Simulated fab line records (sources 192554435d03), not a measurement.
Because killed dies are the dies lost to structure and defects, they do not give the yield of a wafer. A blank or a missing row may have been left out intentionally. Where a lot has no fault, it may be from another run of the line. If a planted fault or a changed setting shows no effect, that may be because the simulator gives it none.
3 desks looking at one fault || flow n5-finfet || what lay behind the numbers comes last; until then each desk has only its own

THE DEFECT DESK
For each lot, the counts of the inspections along the route, averaged over the sampled wafers that have a number. Marked OUT: a lot whose mean sits more than 4 standard deviations from the usual mean, which makes it out of limits; the brackets give that distance.
Columns: A = raw-defect-count at N5_BEOL_M1_INSPECT_30, usual 441
{"lot": "L237", "first seen here": "day 8 00:36", "A": 294}
{"lot": "L242", "first seen here": "day 9 09:44", "A": 514}
{"lot": "L244", "first seen here": "day 9 16:28", "A": 526}
{"lot": "L246", "first seen here": "day 10 07:58", "A": 455}
{"lot": "L252", "first seen here": "day 11 23:16", "A": 481}
{"lot": "L253", "first seen here": "day 11 23:36", "A": 407}
Result from this desk: across the 6 lots, nothing is out of limits.

FOR THE TOOL OWNER'S DESK: rie-diel-04
The tool's own readings at N5_BEOL_M1_ETCH_70 (etches SOC in N2/H2, target depth 80 nm, overetch 16 nm, time 120 s): means of the sampled wafers that have a number, for each lot that ran on this tool. Marked OUT: a lot whose mean sits more than 4 standard deviations from the usual mean, which makes it out of limits; the brackets give that distance.
Columns: A = drypump-motor-current-A at N5_BEOL_M1_ETCH_70, usual 5.8 A; B = oes-product-au at N5_BEOL_M1_ETCH_70, usual 0.60 a.u.; C = rf-vpp-V at N5_BEOL_M1_ETCH_70, usual 524.2 V; D = run-length-s at N5_BEOL_M1_ETCH_70, usual 143.1 s; E = showerhead-plenum-p-Torr at N5_BEOL_M1_ETCH_70, usual 2.55 Torr; F = throttle-valve-pct at N5_BEOL_M1_ETCH_70, usual 17.89 %
{"lot": "L237", "first seen here": "day 8 02:17", "A": 5.8, "B": 0.58, "C": 522.4, "D": 143.0, "E": 2.51, "F": 17.99}
{"lot": "L242", "first seen here": "day 9 11:38", "A": 6.0, "B": 0.69, "C": 522.4, "D": 142.6, "E": 2.52, "F": 17.86}
{"lot": "L244", "first seen here": "day 9 20:10", "A": 5.8, "B": 0.61, "C": 523.8, "D": 142.6, "E": 2.53, "F": 17.94}
{"lot": "L246", "first seen here": "day 10 11:34", "A": 5.6, "B": 0.55, "C": 524.1, "D": 142.8, "E": 2.56, "F": 17.98}
{"lot": "L252", "first seen here": "day 12 00:35", "A": 5.5, "B": 0.55, "C": 523.2, "D": "150.3 (+14) OUT", "E": 2.53, "F": 17.93}
{"lot": "L253", "first seen here": "day 12 07:44", "A": 5.5, "B": 0.58, "C": 523.2, "D": "150.1 (+14) OUT", "E": 2.51, "F": 17.85}
This desk's verdict: out of limits on L252, L253, starting with L252 at day 12 00:35 (run-length-s at N5_BEOL_M1_ETCH_70). Within limits: L237, L242, L244, L246.

AT THE METROLOGY DESK
Means of the sampled wafers that have a number, per lot and without regard to the tool the lot ran on: this is what the gauges read. Marked OUT: a lot whose mean sits more than 4 standard deviations from the usual mean, which makes it out of limits; the brackets give that distance.
Columns: A = cd-nm at N5_BEOL_M1_CD_MEAS_28, usual 23.98 nm; B = V0_OVL at N5_BEOL_M1_OVL_MEAS_29, usual 0.5 nm
{"lot": "L237", "first seen here": "day 8 00:31", "A": 24.08, "B": 0.7}
{"lot": "L242", "first seen here": "day 9 09:39", "A": 24.36, "B": 1.4}
{"lot": "L244", "first seen here": "day 9 16:23", "A": 23.98, "B": 1.7}
{"lot": "L246", "first seen here": "day 10 07:53", "A": 24.14, "B": 1.3}
{"lot": "L252", "first seen here": "day 11 23:11", "A": 24.04, "B": -0.1}
{"lot": "L253", "first seen here": "day 11 23:31", "A": 24.14, "B": -0.1}
Result from this desk: across the 6 lots, nothing is out of limits.

BROUGHT TOGETHER
The tool owner's desk had the chance to raise an alarm at day 12 00:35 on L252, L253.
Nothing the defect desk looked at was out of limits.
From the metrology desk's view, nothing was out of limits.
The defect desk has L252, L253 on record, within its limits.
The metrology desk has L252, L253 on record, within its limits.
On rie-diel-04, each named lot ran N5_BEOL_M1_ETCH_70.

WHAT THE SIMULATOR PUT IN
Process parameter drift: rie-diel-04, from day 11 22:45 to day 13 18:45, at N5_BEOL_M1_ETCH_70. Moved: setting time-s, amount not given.
Struck lots among those shown: L252, L253.
Each desk's first reading out of limits, in hours after the fault started: the tool owner's desk, 2.
